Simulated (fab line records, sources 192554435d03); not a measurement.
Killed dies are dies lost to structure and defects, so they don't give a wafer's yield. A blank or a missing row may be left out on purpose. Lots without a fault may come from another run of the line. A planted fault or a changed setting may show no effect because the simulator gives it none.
Split-lot experiment | flow n5_finfet | 7 lots, 21 wafers read, on a route of 1938 steps

THE SPLIT
At N5_FIN_CUT_COAT_19 (time 60 s, resist thk 20 nm), the setting spin_rpm was moved away from the recipe's 1500 rpm on 8 of the 21 wafers read, by -3.6% to +10.9%. The other wafers ran this setting at the recipe's value.

FROM THE SPLIT TO THE READING: what the file shows between them, 7 steps
- N5_FIN_CUT_EXPOSE_05: exposes mask FIN CUT (also split here: dose_mj)
- N5_FIN_CUT_PEB_06: peb time 60 s
- N5_FIN_CUT_DEVELOP_07: develop time 30 s
- N5_FIN_CUT_CD_MEAS_08: target cd 29.1 nm
- N5_FIN_CUT_DESCUM_13: chemistry O2, time 7 s
- N5_FIN_CUT_ETCH_30: etches underlayer in N2/H2, target depth 13 nm, time 10.4 s
- N5_FIN_CUT_ETCH_20: etches SiARC in CF4, target depth 26 nm, time 43.3 s

THE READING
SiARC_of_FIN_CUT_COAT_19.thk_nm (the simulator's own value, which no gauge read), in nm, at N5_FIN_CUT_ETCH_21 (etches SOC in N2/H2, target depth 219 nm, overetch 43.8 nm, time 523.5 s). The file gives no usual value for it. The 13 wafers here that ran the recipe average 11.9 nm, standard deviation 0.092 nm.

wafer  | tool, chamber at the split | spin_rpm as run, rpm | against the recipe | SiARC_of_FIN_CUT_COAT_19.thk_nm, nm | against lot-mates on the recipe
L076.2 | litho_track-03, 0          | 1663                 | +10.9%             | 11                                  | -1.0
L076.4 | litho_track-03, 0          | 1500                 | recipe             | 12                                  | -
L076.6 | litho_track-03, 0          | 1663                 | +10.9%             | 11.2                                | -0.8
L078.1 | litho_track-03, 0          | 1500                 | recipe             | 12                                  | -
L078.3 | litho_track-03, 0          | 1558                 | +3.9%              | 11.6                                | -0.4
L078.6 | litho_track-03, 0          | 1558                 | +3.9%              | 11.4                                | -0.6
L079.2 | litho_track-03, 0          | 1500                 | recipe             | 12                                  | -
L079.5 | litho_track-03, 0          | 1500                 | recipe             | 12                                  | -
L079.6 | litho_track-03, 0          | 1446                 | -3.6%              | 12.4                                | +0.4
L083.3 | litho_track-03, 0          | 1500                 | recipe             | 12                                  | -
L083.5 | litho_track-03, 0          | 1500                 | recipe             | 11.8                                | -
L083.6 | litho_track-03, 0          | 1500                 | recipe             | 11.8                                | -
L086.1 | litho_track-01, 0          | 1500                 | recipe             | 12                                  | -
L086.5 | litho_track-01, 0          | 1500                 | recipe             | 12                                  | -
L086.6 | litho_track-01, 0          | 1553                 | +3.5%              | 11.8                                | -0.2
L094.2 | litho_track-01, 0          | 1500                 | recipe             | 12                                  | -
L094.3 | litho_track-01, 0          | 1640                 | +9.3%              | 11                                  | -0.9
L094.6 | litho_track-01, 0          | 1500                 | recipe             | 11.8                                | -
L096.2 | litho_track-03, 0          | 1661                 | +10.7%             | 11                                  | -0.9
L096.5 | litho_track-03, 0          | 1500                 | recipe             | 11.8                                | -
L096.6 | litho_track-03, 0          | 1500                 | recipe             | 12                                  | -

THE FIT
A straight line over all 21 wafers: SiARC_of_FIN_CUT_COAT_19.thk_nm changes by -0.0872 nm for each +1% of spin_rpm; r = -0.96; the points scatter about the line by 0.12 nm.
The same after taking each lot's own level away (the mean of its wafers on the recipe; 21 wafers): -0.0882 nm for each +1%; r = -0.97; scatter 0.1 nm.
On that fit, the largest move of spin_rpm shifts the reading by 0.96 nm.
The lots' own levels span 11.87 to 12.00 nm, that is 1.4 times the standard deviation above.
So the lot-to-lot level changes the slope little: the two slopes agree.
Check: with one of the wafers moved furthest among these (+10.9%) left out of the fit, the line predicts -0.947 nm for it against its lot-mates. It came out at -1 nm against them.

OTHER SPLITS ON THESE WAFERS
These wafers also went through other splits before the reading. Each is held against what the fit with the lots' levels taken away leaves over:
other split on the same wafers | wafers away from the commonest value | r with SiARC_of_FIN_CUT_COAT_19.thk_nm (lot level and that fit taken away)
N5_ZERO_LAYER_ETCH_18 icp_w    | 5                                    | -0.52
N5_FIN_CUT_EXPOSE_05 dose_mj   | 6                                    | -0.06

THE WHOLE CHAIN: every reading that the file lists as answering this split, in the file's order
step               | what it does                                                             | reading                                                                          | change (the file's fit)                | r (the file's)
N5_FIN_CUT_COAT_19 | time 60 s, resist thk 20 nm                                              | SiARC_of_FIN_CUT_COAT_19.thk_nm (the simulator's own value, which no gauge read) | -0.0937 nm for each +1% of the setting | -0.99
N5_FIN_CUT_ETCH_20 | etches SiARC in CF4, target depth 26 nm, time 43.3 s                     | etch_rf_on_time_s                                                                | withheld for each +1% of the setting   | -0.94
N5_FIN_CUT_ETCH_20 | etches SiARC in CF4, target depth 26 nm, time 43.3 s                     | etch.depth_nm (the simulator's own value, which no gauge read)                   | -0.0939 nm for each +1% of the setting | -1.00
N5_FIN_CUT_ETCH_21 | etches SOC in N2/H2, target depth 219 nm, overetch 43.8 nm, time 523.5 s | SiARC_of_FIN_CUT_COAT_19.thk_nm (the simulator's own value, which no gauge read) | -0.0885 nm for each +1% of the setting | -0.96

THE FILE'S OWN FIT
SiARC_of_FIN_CUT_COAT_19.thk_nm changes by -0.0885 nm for each +1% of spin_rpm, r = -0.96.
